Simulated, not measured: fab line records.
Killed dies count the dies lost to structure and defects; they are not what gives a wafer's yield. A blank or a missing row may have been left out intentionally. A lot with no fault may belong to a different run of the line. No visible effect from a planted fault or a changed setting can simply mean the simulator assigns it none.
fab line records	flow nandHarc
record: lots: 6	wafers: 18	lastDay: 31
route steps=1302 shown A_STAIRCASE@695 END@1302
lots with no fault: from the same line, run without faults
startH: start of the lot's first displayed wafer, in hours after the record's first day	waitH: hours since the lot's step before	" same as the row above	L1.1+2: one row covering several wafers at once	- no value, or no start given	* or withheld: withheld	< > ~ a bound
route shown NAME@n: names a module that has steps shown in the file, with the first one's number in the route	usual: mean/standard deviation taken from wafers without a fault	same: alike in all rows	chamber/n: place in a boat	sites: readings site by site	_std_site: the values' standard deviation	_edge_site: inner sites' mean taken away from outer sites' mean	radiusMm: how far each site lies from the wafer's centre	mask NAME#n: copy n	behind: the tool/chamber that last shaped the wafer	hold: why the lot was held/for how many hours/how that ended	device: the transistor (n, p or np) that didn't switch	end of line: the tests these same wafers got at the end of their route	where a step has no rows: the recipe by itself	killed: count of dies lost to structure and defects at first sort (not the wafer's yield)	map: shows each die of a wafer: x if killed, . if not, _ if none is there
set.NAME: setting as actually run; set.NAME@STEP: the setting as run at that earlier step	model.NAME: the simulator's own value behind a step, which no gauge read
lots seen at some steps along the route; tables by step, rows by wafer
services: from which hour (startH, from the record's first day; less than 0 if before it) a tool's chamber was out of use, for how many hours, and why
== steps ==
step: NHARC_A_STAIRCASE_EXPOSE_181
recipe: na: 0.5	doseMj: 27.87	maskId: STAIR_2
step: NHARC_A_STAIRCASE_PEB_182
recipe: pebTempC: 115	pebTimeS: 130
step: NHARC_A_STAIRCASE_DEVELOP_183
recipe: timeS: 140
step: NHARC_A_STAIRCASE_HARDBAKE_185
recipe: tempC: 120	timeS: 140
step: NHARC_A_STAIRCASE_DESCUM_186
recipe: timeS: 3	o2FlowSccm: 200	arFlowSccm: 0	biasPowerW: 0	chemistry: O2
usual: chamberPressureMTorr: 59.99/0.056	drypumpMotorCurrentA: 5.9/0.5	oesProductAu: 1.002/0.01	rfVppV: 58.0/0.91	showerheadPlenumPTorr: 1.95/0.091	throttleValvePct: 11.312/0.0091
lot.wafer	tool	chamber	startH	waitH	chamberPressureMTorr	drypumpMotorCurrentA	oesProductAu	rfHoursCounterH	rfVppV	showerheadPlenumPTorr	throttleValvePct
L671.2	rieDiel-12	1	395.32	-	60.02	6.7	0.972	36	58.5	1.98	11.312
L671.3	"	0	"	"	59.95	5.8	0.996	38	56.8	1.78	11.306
L671.6	"	1	"	"	59.95	6.7	0.981	-	58.5	1.98	11.309
L669.1	rieDiel-04	2	395.75	-	60.00	6.3	1.005	13	59.1	2.07	11.313
L669.2	"	0	"	"	60.04	5.3	1.024	10	58.8	1.87	11.323
L669.4	"	1	"	"	59.99	6.0	0.984	11	58.1	2.07	11.308
L683.2	rieDiel-04	2	518.32	-	60.00	6.3	0.998	56	59.1	2.06	11.303
L683.3	"	3	"	"	59.93	6.1	0.994	52	57.8	2.02	11.299
L683.5	"	2	"	"	60.03	6.3	1.008	-	59.0	2.06	11.317
L684.2	rieDiel-04	1	531.10	-	60.00	6.0	0.988	58	58.4	2.06	11.306
L684.1	"	3	"	"	59.94	6.1	0.993	55	59.1	2.02	11.311
L684.6	"	1	"	"	59.97	6.0	0.989	-	57.1	2.06	11.306
L685.1	rieDiel-12	0	535.02	-	60.00	5.8	1.009	30	58.3	2.07	11.323
L685.6	"	2	"	"	60.06	5.2	1.004	-	55.2	1.82	11.312
L685.5	"	3	"	"	59.97	5.9	1.005	-	59.0	1.98	11.313
L686.1	rieDiel-12	0	555.06	-	59.98	5.8	1.018	37	57.9	2.06	11.313
L686.2	"	1	"	"	59.95	6.7	1.009	40	56.7	1.96	11.302
L686.3	"	2	"	"	60.01	5.3	1.018	28	55.7	1.81	11.312
step: NHARC_A_STAIRCASE_TRIM_187
recipe: timeS: 211.2	o2FlowSccm: 500	arFlowSccm: 0	biasW: 0	chemistry: O2
step: NHARC_A_STAIRCASE_ETCH_188
recipe: targetDepthA: 1000	timeS: 40.5	ionEnergyEv: 400	c4f8FlowSccm: 20	o2FlowSccm: 10	arFlowSccm: withheld	rfW: 600	biasW: 1000	chemistry: C4F8/O2
usual: chamberPressureMTorr: 25.000/0.02	oesProductAu: 0.949/0.015	rfVppV: 898/5.6
lot.wafer	tool	chamber	startH	waitH	chamberPressureMTorr	oesProductAu	rfHoursCounterH	rfVppV
L671.3	rieDiel-12	2	-	-	24.989	0.960	34	890
L671.2	"	1	"	"	25.008	0.946	36	899
L671.6	"	3	"	"	24.975	0.971	-	901
L669.4	rieDiel-04	0	-	-	25.024	0.970	10	893
L669.1	"	1	"	"	24.986	0.933	11	905
L669.2	"	2	"	"	24.994	0.949	13	906
L683.3	rieDiel-04	0	-	-	25.011	0.983	47	892
L683.2	"	1	"	"	24.997	0.946	54	905
L683.5	"	3	"	"	25.015	0.962	-	904
L684.1	rieDiel-04	2	-	-	24.962	0.952	60	906
L684.2	"	0	"	"	25.016	0.941	51	892
L684.6	"	2	"	"	24.991	0.949	-	905
L685.1	rieDiel-12	3	-	-	24.983	0.947	27	900
L685.6	"	0	"	"	24.933	0.950	-	904
L685.5	"	1	"	"	24.998	0.966	-	899
L686.1	rieDiel-12	3	-	-	25.016	0.945	34	900
L686.3	"	0	"	"	25.022	0.947	37	907
L686.2	"	1	"	"	25.011	0.924	40	898
step: NHARC_A_STAIRCASE_TRIM_189
recipe: timeS: 211.2	o2FlowSccm: 500	arFlowSccm: 0	biasW: 0	chemistry: O2
usual: chamberPressureMTorr: 60.00/0.058	drypumpMotorCurrentA: 5.9/0.49	oesProductAu: 1.001/0.01	rfVppV: 57.9/0.93	showerheadPlenumPTorr: 3.60/0.16	throttleValvePct: 17.037/0.0082
lot.wafer	tool	chamber	startH	waitH	chamberPressureMTorr	drypumpMotorCurrentA	oesProductAu	rfHoursCounterH	rfVppV	showerheadPlenumPTorr	throttleValvePct
L671.2	rieDiel-12	0	-	-	60.04	5.8	0.990	38	56.0	3.29	17.048
L671.3	"	2	"	"	59.97	5.3	1.000	34	57.3	3.38	17.038
L671.6	"	3	"	"	59.99	5.9	1.015	-	58.2	3.67	17.034
L669.1	rieDiel-04	0	-	-	59.92	5.3	1.019	11	56.4	3.46	17.044
L669.4	"	2	"	"	59.99	6.3	0.992	13	57.3	3.80	17.031
L669.2	"	3	"	"	60.01	6.1	0.996	13	57.5	3.73	17.034
L683.2	rieDiel-04	2	-	-	60.05	6.4	0.999	56	58.6	3.78	17.027
L683.3	"	3	"	"	59.89	6.1	0.991	52	58.2	3.71	17.027
L683.5	"	2	"	"	59.89	6.3	0.991	-	57.7	3.78	17.035
L684.1	rieDiel-04	0	-	-	60.08	5.3	1.012	51	58.1	3.44	17.031
L684.2	"	1	"	"	59.94	6.0	0.986	59	60.1	3.77	17.028
L684.6	"	2	"	"	60.01	6.3	0.991	-	57.8	3.77	17.044
L685.1	rieDiel-12	1	-	-	60.01	6.7	0.993	32	58.0	3.61	17.036
L685.5	"	3	"	"	60.13	5.9	0.997	-	57.5	3.64	17.041
L685.6	"	0	"	"	59.96	5.8	0.996	-	59.7	3.79	17.045
L686.3	rieDiel-12	1	-	-	59.98	6.8	0.997	40	58.8	3.61	17.024
L686.2	"	2	"	"	59.96	5.3	1.007	28	57.3	3.36	17.043
L686.1	"	3	"	"	59.96	5.9	1.007	34	58.2	3.64	17.023
step: NHARC_A_STAIRCASE_ETCH_190
recipe: targetDepthA: 1000	timeS: 40.5	ionEnergyEv: 400	c4f8FlowSccm: 20	o2FlowSccm: 10	arFlowSccm: withheld	rfW: 600	biasW: 1000	chemistry: C4F8/O2
step: NHARC_A_STAIRCASE_TRIM_191
recipe: timeS: 211.2	o2FlowSccm: 500	arFlowSccm: 0	biasW: 0	chemistry: O2
usual: chamberPressureMTorr: 60.00/0.059	drypumpMotorCurrentA: 5.9/0.51	oesProductAu: 1.002/0.01	rfVppV: 58.0/0.88	showerheadPlenumPTorr: 3.60/0.15	throttleValvePct: 17.037/0.008
lot.wafer	tool	chamber	startH	waitH	chamberPressureMTorr	drypumpMotorCurrentA	oesProductAu	rfHoursCounterH	rfVppV	showerheadPlenumPTorr	throttleValvePct
L671.2	rieDiel-12	3	-	-	59.98	5.9	1.023	36	56.9	3.67	17.035
L671.3	"	2	"	"	59.95	5.3	1.011	34	58.2	3.38	17.025
L671.6	"	0	"	"	60.03	5.8	1.007	-	56.9	3.29	17.033
L669.1	rieDiel-04	3	-	-	60.01	6.1	1.004	13	56.8	3.73	17.038
L669.2	"	0	"	"	59.95	5.4	1.024	11	56.6	3.46	17.051
L669.4	"	1	"	"	60.04	6.0	0.981	11	58.6	3.80	17.029
L683.2	rieDiel-04	0	-	-	60.04	5.3	1.011	47	57.0	3.44	17.036
L683.3	"	3	"	"	59.99	6.1	0.992	52	58.4	3.71	17.031
L683.5	"	1	"	"	60.03	6.0	1.003	-	59.4	3.78	17.034
L684.2	rieDiel-04	3	-	-	60.09	6.1	0.994	56	58.6	3.70	17.040
L684.1	"	1	"	"	60.02	6.0	0.989	59	57.6	3.77	17.035
L684.6	"	3	"	"	60.01	6.1	0.996	-	58.0	3.70	17.044
L685.1	rieDiel-12	2	-	-	60.12	5.3	1.012	19	56.9	3.36	17.044
L685.6	"	1	"	"	60.03	6.7	1.000	-	58.8	3.61	17.046
L685.5	"	2	"	"	59.97	5.3	1.008	-	55.9	3.36	17.047
L686.1	rieDiel-12	1	-	-	59.95	6.7	0.996	41	57.1	3.61	17.042
L686.3	"	2	"	"	60.00	5.3	1.004	28	57.8	3.36	17.054
L686.2	"	3	"	"	60.02	5.9	1.005	34	57.3	3.64	17.030
step: NHARC_A_STAIRCASE_ETCH_192
recipe: targetDepthA: 1000	timeS: 40.5	ionEnergyEv: 400	c4f8FlowSccm: 20	o2FlowSccm: 10	arFlowSccm: withheld	rfW: 600	biasW: 1000	chemistry: C4F8/O2
usual: chamberPressureMTorr: 25.00/0.031	oesProductAu: 0.945/0.012	rfVppV: 899/5.6
lot.wafer	tool	chamber	startH	waitH	chamberPressureMTorr	oesProductAu	rfHoursCounterH	rfVppV
L671.2	rieDiel-12	2	-	-	25.03	0.964	34	890
L671.3	"	0	"	"	24.99	0.928	39	887
L671.6	"	1	"	"	25.04	0.946	-	900
L669.1	rieDiel-04	3	-	-	24.98	0.945	13	903
L669.4	"	0	"	"	25.02	0.960	11	892
L669.2	"	2	"	"	25.00	0.967	13	905
L683.3	rieDiel-04	0	-	-	25.03	0.969	48	892
L683.2	"	2	"	"	25.02	0.931	56	905
L683.5	"	0	"	"	24.97	0.969	-	893
L684.1	rieDiel-04	0	-	-	25.07	0.968	51	893
L684.2	"	1	"	"	24.98	0.950	59	905
L684.6	"	3	"	"	25.03	0.940	-	901
L685.1	rieDiel-12	1	-	-	24.99	0.942	32	898
L685.5	"	1	"	"	24.98	0.943	-	899
L685.6	"	2	"	"	24.99	0.954	-	891
L686.1	rieDiel-12	1	-	-	25.01	0.925	41	899
L686.2	"	2	"	"	25.03	0.954	28	890
L686.3	"	3	"	"	24.99	0.955	34	900
step: NHARC_A_STAIRCASE_TRIM_193
recipe: timeS: 211.2	o2FlowSccm: 500	arFlowSccm: 0	biasW: 0	chemistry: O2
usual: chamberPressureMTorr: 60.00/0.056	drypumpMotorCurrentA: 5.9/0.5	oesProductAu: 1.001/0.011	rfVppV: 58.0/0.89	showerheadPlenumPTorr: 3.60/0.15	throttleValvePct: 17.036/0.0084
lot.wafer	tool	chamber	startH	waitH	chamberPressureMTorr	drypumpMotorCurrentA	oesProductAu	rfHoursCounterH	rfVppV	showerheadPlenumPTorr	throttleValvePct
L671.2	rieDiel-12	3	396.12	-	59.87	6.0	1.020	37	57.3	3.67	17.052
L671.3	"	2	"	"	60.00	5.3	1.008	34	56.3	3.38	17.045
L671.6	"	3	"	"	60.08	5.9	1.014	-	57.1	3.67	17.036
L669.2	rieDiel-04	0	396.59	-	60.01	5.3	1.016	11	57.7	3.46	17.044
L669.4	"	1	"	"	60.03	6.0	0.987	11	60.0	3.80	17.021
L669.1	"	2	"	"	60.03	6.3	0.987	13	59.0	3.80	17.036
L683.3	rieDiel-04	1	519.09	-	59.96	6.0	1.175	55	58.0	3.78	17.033
L683.2	"	2	"	"	60.01	6.3	1.186	56	58.5	3.78	17.052
L683.5	"	2	"	"	59.92	6.3	1.180	-	58.4	3.78	17.046
L684.1	rieDiel-04	2	531.90	-	60.02	6.3	1.180	60	58.5	3.77	17.034
L684.2	"	1	"	"	59.96	6.0	1.167	59	59.6	3.77	17.040
L684.6	"	2	"	"	59.94	6.3	1.169	-	57.3	3.77	17.031
L685.1	rieDiel-12	1	535.78	-	60.00	6.7	1.003	32	56.4	3.61	17.034
L685.5	"	1	"	"	59.96	6.7	0.996	-	56.4	3.61	17.048
L685.6	"	2	"	"	59.95	5.3	1.013	-	58.0	3.36	17.023
L686.3	rieDiel-12	1	555.83	-	59.98	6.7	0.995	41	57.1	3.61	17.029
L686.2	"	3	"	"	60.04	5.9	1.012	34	57.8	3.64	17.031
L686.1	"	0	"	"	60.08	5.9	1.005	37	58.2	3.79	17.019
step: NHARC_A_STAIRCASE_ETCH_194
recipe: targetDepthA: 1000	timeS: 40.5	ionEnergyEv: 400	c4f8FlowSccm: 20	o2FlowSccm: 10	arFlowSccm: withheld	rfW: 600	biasW: 1000	chemistry: C4F8/O2
step: NHARC_END_SORT_01
recipe: tempC: 25
usual: killedAtArray: 56/19	killedAtOther: 1.0/1.3	killedAtPeriphery: 3.8/2.2	killedDies: 61/19	killedOpen: 3.1/1.9	killedShort: 2.3/1.5
same: grossDies: 677
lot.wafer	tool	chamber	startH	waitH	hold	killedAtArray	killedAtOther	killedAtPeriphery	killedDies	killedOpen	killedShort
L669.1	prober-02	0	601.12	2.5	-	49	0	8	57	8	2
L669.2	prober-02	0	601.91	2.8	-	43	0	5	48	1	4
L669.4	prober-02	0	603.50	3.4	-	48	0	5	53	0	6
L671.2	prober-01	0	601.38	2.8	-	51	1	9	61	7	1
L671.3	prober-01	0	602.17	3.1	-	54	2	7	63	5	2
L671.6	prober-01	0	604.54	4.0	-	53	3	2	58	3	6
L683.2	prober-01	0	741.20	2.8	awaitDispo/3.8h/release	479	0	2	481	0	3
L683.3	prober-01	0	742.00	3.1	awaitDispo/3.8h/release	456	0	4	460	1	3
L683.5	prober-01	0	743.61	3.7	awaitDispo/3.8h/release	407	0	3	410	2	1
L684.1	prober-02	0	742.84	2.5	awaitDispo/1.7h/release	354	0	2	356	2	2
L684.2	prober-02	0	743.64	2.8	awaitDispo/1.7h/release	457	0	2	459	3	2
L684.6	prober-02	0	746.87	4.0	awaitDispo/1.7h/release	449	0	5	454	3	1
L685.1	prober-01	0	748.22	2.5	-	90	0	2	92	5	2
L685.5	prober-01	0	751.46	3.7	-	104	0	3	107	1	3
L685.6	prober-01	0	752.27	4.0	-	87	1	5	93	3	0
L686.1	prober-02	0	750.68	2.5	-	33	2	10	45	3	3
L686.2	prober-02	0	751.48	2.8	-	31	1	2	34	3	2
L686.3	prober-02	0	752.28	3.1	-	30	1	4	35	2	2
killed by level:class
L669.1 A_SLIT:chamberFilmFlake=27 A_CHANNEL_HOLE_D2:chamberFilmFlake=5 P_ZERO_WELL:chamberFilmFlake=3 A_CHANNEL_HOLE_D1:chamberFilmFlake=3 A_M1:chamberFilmFlake=3 A_ONON_D2:geometricParticle:open=2 A_M0:geometricParticle:open=2 P_GATE:chamberFilmFlake=2
L671.2 A_CHANNEL_HOLE_D2:chamberFilmFlake=35 P_M2:chamberFilmFlake=4 A_CHANNEL_HOLE_D1:chamberFilmFlake=3 A_CHANNEL_FILL_D1:geometricParticle:open=2 A_STAIRCASE:chamberFilmFlake=2 P_CONTACT:geometricParticle:short=1 P_CONTACT:geometricParticle:open=1 A_ONON_D1:geometricParticle:open=1
L669.2 A_SLIT:chamberFilmFlake=25 A_CONTACT:chamberFilmFlake=6 P_GATE:chamberFilmFlake=3 A_CHANNEL_HOLE_D2:chamberFilmFlake=3 P_M2:geometricParticle:open=1 A_CHANNEL_FILL_D1:geometricParticle:short=1 A_DECK1_JOINT:geometricParticle:short=1 A_CHANNEL_HOLE_D2:geometricParticle:short=1
L671.3 A_CHANNEL_HOLE_D2:chamberFilmFlake=31 P_M2:chamberFilmFlake=4 A_CHANNEL_FILL_D2:chamberFilmFlake=3 A_WL_FILL:chamberFilmFlake=3 A_CONTACT:chamberFilmFlake=3 A_STAIRCASE:chamberFilmFlake=2 A_CHANNEL_FILL_D1:geometricParticle:open=2 A_ZERO_WELL:chamberFilmFlake=2
L669.4 A_SLIT:chamberFilmFlake=21 A_CHANNEL_HOLE_D2:chamberFilmFlake=12 A_CONTACT:chamberFilmFlake=4 A_CHANNEL_HOLE_D1:chamberFilmFlake=3 A_CHANNEL_FILL_D2:geometricParticle:short=2 A_M1:chamberFilmFlake=2 P_M1:geometricParticle:short=1 A_ONON_D2:geometricParticle:short=1
L671.6 A_CHANNEL_HOLE_D2:chamberFilmFlake=32 A_CONTACT:chamberFilmFlake=6 THIN_TSV:chamberFilmFlake=3 A_CHANNEL_HOLE_D1:chamberFilmFlake=3 A_ONON_D2:geometricParticle:short=2 P_CONTACT:geometricParticle:open=1 A_ONON_D1:geometricParticle:short=1 A_ONON_D1:geometricParticle:open=1
L683.2 A_STAIRCASE:areaTrim=429 A_CHANNEL_HOLE_D2:chamberFilmFlake=24 A_CHANNEL_HOLE_D1:chamberFilmFlake=7 A_STAIRCASE:chamberFilmFlake=7 A_CONTACT:chamberFilmFlake=4 P_ZERO_WELL:chamberFilmFlake=2 A_SLIT:chamberFilmFlake=2 A_CHANNEL_FILL_D1:geometricParticle:short=1
L683.3 A_STAIRCASE:areaTrim=389 A_CHANNEL_HOLE_D2:chamberFilmFlake=26 A_STAIRCASE:chamberFilmFlake=12 A_CONTACT:chamberFilmFlake=8 A_CHANNEL_HOLE_D1:chamberFilmFlake=7 A_SLIT:chamberFilmFlake=7 P_ZERO_WELL:chamberFilmFlake=4 A_DECK1_JOINT:chamberFilmFlake=2
L684.1 A_STAIRCASE:areaTrim=328 A_CHANNEL_HOLE_D1:chamberFilmFlake=10 A_CHANNEL_HOLE_D2:chamberFilmFlake=3 A_SLIT:chamberFilmFlake=3 P_BONDPAD:chamberFilmFlake=2 A_STAIRCASE:chamberFilmFlake=2 A_CHANNEL_FILL_D2:geometricParticle:short=1 A_WL_FILL:geometricParticle:open=1
L683.5 A_STAIRCASE:areaTrim=358 A_CHANNEL_HOLE_D2:chamberFilmFlake=21 A_SLIT:chamberFilmFlake=8 A_STAIRCASE:chamberFilmFlake=7 P_ZERO_WELL:chamberFilmFlake=3 A_CHANNEL_HOLE_D1:chamberFilmFlake=3 A_SGD_CUT:chamberFilmFlake=2 A_CONTACT:chamberFilmFlake=2
L684.2 A_STAIRCASE:areaTrim=427 A_CHANNEL_HOLE_D1:chamberFilmFlake=9 A_SLIT:chamberFilmFlake=8 A_CHANNEL_HOLE_D2:chamberFilmFlake=3 A_CONTACT:chamberFilmFlake=3 A_CHANNEL_FILL_D1:chamberFilmFlake=2 P_CONTACT:geometricParticle:open=1 A_CHANNEL_FILL_D1:geometricParticle:short=1
L684.6 A_STAIRCASE:areaTrim=413 A_CHANNEL_HOLE_D1:chamberFilmFlake=9 A_CONTACT:chamberFilmFlake=6 A_CHANNEL_HOLE_D2:chamberFilmFlake=4 A_STAIRCASE:chamberFilmFlake=4 A_ZERO_WELL:chamberFilmFlake=3 A_SLIT:chamberFilmFlake=3 P_BONDPAD:chamberFilmFlake=2
L685.1 A_CHANNEL_HOLE_D1:chamberFilmFlake=31 A_SLIT:chamberFilmFlake=23 A_CHANNEL_HOLE_D2:chamberFilmFlake=16 A_CONTACT:chamberFilmFlake=8 A_SGD_CUT:chamberFilmFlake=3 A_STAIRCASE:chamberFilmFlake=2 P_CONTACT:geometricParticle:open=1 A_CHANNEL_FILL_D1:geometricParticle:open=1
L686.1 A_CHANNEL_HOLE_D1:chamberFilmFlake=14 P_GATE:chamberFilmFlake=6 A_SLIT:chamberFilmFlake=4 A_CONTACT:chamberFilmFlake=4 A_M0:chamberFilmFlake=3 P_ZERO_WELL:chamberFilmFlake=2 THIN_TSV:chamberFilmFlake=2 P_GATE:geometricParticle:short=1
L685.5 A_SLIT:chamberFilmFlake=32 A_CHANNEL_HOLE_D1:chamberFilmFlake=30 A_CHANNEL_HOLE_D2:chamberFilmFlake=28 A_CONTACT:chamberFilmFlake=4 A_STAIRCASE:chamberFilmFlake=2 A_SGD_CUT:chamberFilmFlake=2 A_BLC:chamberFilmFlake=2 P_M2:geometricParticle:short=1
L686.2 A_CHANNEL_HOLE_D1:chamberFilmFlake=12 A_SLIT:chamberFilmFlake=8 A_STAIRCASE:chamberFilmFlake=3 A_CONTACT:chamberFilmFlake=3 P_CONTACT:geometricParticle:open=1 A_ONON_D2:geometricParticle:open=1 A_ONON_D2:geometricParticle:short=1 A_CHANNEL_FILL_D2:geometricParticle:short=1
L685.6 A_CHANNEL_HOLE_D1:chamberFilmFlake=30 A_SLIT:chamberFilmFlake=30 A_CHANNEL_HOLE_D2:chamberFilmFlake=19 P_ZERO_WELL:chamberFilmFlake=3 A_CONTACT:chamberFilmFlake=3 A_STAIRCASE:chamberFilmFlake=2 P_M0:geometricParticle:open=1 A_DECK1_JOINT:geometricParticle:open=1
L686.3 A_CHANNEL_HOLE_D1:chamberFilmFlake=12 A_SLIT:chamberFilmFlake=6 P_GATE:chamberFilmFlake=2 A_STAIRCASE:chamberFilmFlake=2 A_CONTACT:chamberFilmFlake=2 A_SOURCE_PLATE:geometricParticle:short=1 A_CHANNEL_FILL_D2:geometricParticle:open=1 A_CONTACT:geometricParticle:short=1
map L683.2 (x killed, . not)
____________x____________
_________.xxx..._________
_______.x.xxxxxx.._______
______.xxxxxxxxx.xx______
_____.xx.xxxxxxx.x.x_____
____..xxxxxxxxxxxxxx.____
____xx.xxxxxxxxxxxxxx____
___..xxxxxxxxxxxxxxxx.___
___xxx.xxxxxxxxxxxxxxx___
__..xx.xxxxxxxxxxxxxxx.__
__..xxxxxxxxxxxxxxxxxx.__
_...xxxxxxxxxxxxxxxxxxx._
_.xxx.x.xxxxxxxxxxxxxx.._
_..x.xxxxxxxxxxxxxxxx.xx_
_xxx.xxxxx.xxxxxxxxxxxxx_
_x.xxxxxxxxxxxxxxxxxxxx._
.....xxxxxxxxxxxxxxxxxx.x
...x.xxxxxxxxxxxxxxxxxx..
....xxxxxxxxxxxxxx.x.xx..
....xxxxxxxxxxxxxxxxxxxxx
....xxxxxxxxxxxxxxxxxxx.x
_.x.x..xxxxxxxxxxxxxxx.._
_....x.xxxxxxxxxxxxx.xx._
_...xxxxxxxxxxxxxxx.x..._
_...xxx.xxxxxxxxxx.xxxx._
_...xxxxxx.xxxxxxx.xxxxx_
__..x....xxxxxxxxxxxx..__
__......xxxxxxxxxxxxxxx__
___..x.xxxxxxxxxxxxx..___
___..x...xxxxxx.xx....___
____......xx.xxx..x..____
____....xx.xxx...x..x____
_____x.x..xx....xx.._____
______.....x.......______
_______..........._______
_________......._________
____________.____________
map L684.2 (x killed, . not)
____________x____________
_________.xxxxx._________
_______x.x.xxx..x._______
______x.xxxxxxx..x.______
_____x.xxx.xxx.x..x._____
____x..xx.xxxxxxx.xxx____
____x.xx.xx.x..x.xxxx____
___..xxxxxxxxxxxxxxxxx___
___.x.xxxxx.xxx.xxxx..___
__...xxxxxxxxxxxxxxxxx.__
__...xxxxxxxxxxxxxxxxx.__
_x...xxxxxxxxxxxxxxxx.x._
_..xxxxxxxxxxxxxxxx.xxx._
_xx.xxxxxxxxxxxxxxxxx.xx_
_x.xxxxxxxxxxxxxxxxxxxxx_
_..x..xxxxxxxxxxxxx.xxxx_
..x.xxxxxxxxxxxxxxx.xx.x.
....xxxxxxxxxxxxxxxxxxxxx
.x.x..xxxxxxxxxxxxxxx..x.
.....xx.xxxxxxxxxxxxx....
..xxxxx.xxxxxxxxxxxxxxx..
_...xxxxxxxxxxxxxxx.xxxx_
_.xx.xx.xxxxxxx.xxxxxx.x_
_...xx.x.x.xxxxxxxxxxxx._
_....xxxxxxxxxxxxxxxx.x._
_x..xxx.xxxxxxxx..xxx..._
__..x.xxxxxxxxx.xxxx...__
__...x.xxxx..xxx.xxxx.x__
___.....x.x.xx.xxxxxxx___
___.......xxxxx.xxxx..___
____......x.x.x.x....____
____........xx..x.xx.____
_____.......x...xx.._____
______..x.x.......x______
_______.....x....._______
_________.x....x_________
____________.____________
== services ==
tool	chamber	startH	hours	kind
rieDiel-12	0	377.31	-	clean
rieDiel-12	1	377.31	-	clean
rieDiel-12	2	377.31	-	clean
rieDiel-12	3	377.31	-	clean
rieDiel-04	-	387.35	0.5	repair
rieDiel-04	0	392.72	-	clean
rieDiel-04	1	392.72	-	clean
rieDiel-04	2	392.72	-	clean
rieDiel-04	3	392.72	-	clean
rieDiel-12	0	401.83	-	clean
rieDiel-12	1	401.83	-	clean
rieDiel-12	2	401.83	-	clean
rieDiel-12	3	401.83	-	clean
rieDiel-04	0	402.33	7.7	repair
rieDiel-04	0	417.22	-	clean
rieDiel-04	1	417.22	-	clean
rieDiel-04	2	417.22	-	clean
rieDiel-04	3	417.22	-	clean
rieDiel-12	0	426.33	-	clean
rieDiel-12	1	426.33	-	clean
rieDiel-12	-	447.28	9.0	pm
rieDiel-12	2	499.02	10.7	repair
rieDiel-12	2	519.50	1.4	repair
rieDiel-04	-	536.33	9.0	pm
== key ==
firstSign: step: NHARC_A_STAIRCASE_TRIM_193	reading: oesProductAu	direction: up	sigmas: 16	usual: 1.001	struck: 1.176
effect: step: NHARC_END_SORT_01	reading: killedAtArray	direction: up	sigmas: 20	usual: 56	struck: 434
moreKillsBornAt: NHARC_A_STAIRCASE_TRIM_193@rieDiel-04: 2344
metAt NHARC_A_STAIRCASE_TRIM_193
struckWafers L683.2,L683.3,L683.5,L684.1,L684.2,L684.6
laterRowsLeftOut L683.2,L683.3,L683.5,L684.2,L684.6
testerLeftOut L683,L684
onsetBetween 396.59 519.09
fault: kind: processParameterDrift	tool: rieDiel-04	chamber: -	onsetH: 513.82	steps: NHARC_A_STAIRCASE_TRIM_193	channel: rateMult	offset: 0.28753	shape: step	endH: 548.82
testerLeftOut: of these lots the tester's yield and bins aren't shown, on N5 and GAA mostly nor the transistor test; their killed dies are dies lost to structure and defects alone, not to doping, threshold or leakage, so they don't give the yield
laterRowsLeftOut: the simulator's readings of these wafers behind a module that went badly wrong aren't trusted and aren't shown, but for the sort
